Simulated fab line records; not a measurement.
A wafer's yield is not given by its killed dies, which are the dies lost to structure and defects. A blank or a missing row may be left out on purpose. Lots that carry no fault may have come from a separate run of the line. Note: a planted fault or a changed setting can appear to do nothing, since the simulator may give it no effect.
Matching of chambers -- flow nand harc -- NHARC_P_ZERO_WELL_DESCUM_26 on rie diel-03 has 4 sister chambers
The step chemistry O2, time 3 s. 14 wafers are shown with their chamber, then 7 later ones without.

WAFERS PAIRED WITH THEIR CHAMBERS
wafer,chamber,drypump motor current A (A),oes product au (a.u.),rf vpp V (V)
L075.1,2,5.3,1.001,58.8
L075.3,3,5.6,0.992,56.9
L075.6,1,6.0,1.000,57.3
L077.1,2,5.3,1.001,57.1
L077.3,0,5.8,0.983,58.5
L077.5,3,5.6,0.984,58.4
L080.1,2,5.2,0.987,57.1
L080.4,0,5.8,0.981,56.9
L080.5,0,5.8,0.985,58.4
L081.2,0,5.8,0.982,57.9
L081.3,1,6.0,1.001,57.4
L081.4,3,5.6,0.994,56.8
L083.2,2,5.3,0.988,56.6
L083.4,3,5.6,0.991,57.9

SIGNATURES (averages over the wafers above)
reading,chamber 0,chamber 1,chamber 2,chamber 3,scatter within a chamber
drypump motor current A,5.800,6.000,5.275,5.600,0.0274
oes product au,0.98275,1.00050,0.99425,0.99025,0.00499
rf vpp V,57.925,57.350,57.400,57.500,0.788
Rule: for each reading, subtract the chamber's mean from the wafer's reading, divide by that reading's scatter and square the result; add these up over the readings and take the root, which gives the wafer's distance from the chamber. If the next closest chamber is less than 2 further off than the closest, the wafer can't be placed; otherwise it belongs to the closest. The scatter: the root of (the sum of the squares of (reading less its chamber's mean) over the shown wafers, divided by (wafers less chambers)).

WAFERS WITH NO CHAMBER GIVEN
wafer,drypump motor current A (A),oes product au (a.u.),rf vpp V (V)
L083.5,6.0,1.009,57.8
L089.2,5.8,0.993,58.3
L089.3,5.3,0.975,57.5
L089.4,6.0,1.005,57.7
L090.1,5.3,0.975,56.0
L090.2,5.8,0.989,58.0
L090.5,6.0,1.000,55.6

THE CHAMBER EACH PASSED THROUGH
wafer,from the rows above,in truth
L083.5,1,1
L089.2,0,0
L089.3,2,2
L089.4,1,1
L090.1,2,2
L090.2,0,0
L090.5,1,1
7 of 7 placed correctly. Can't be placed from these rows: 0. Placed wrongly: 0.
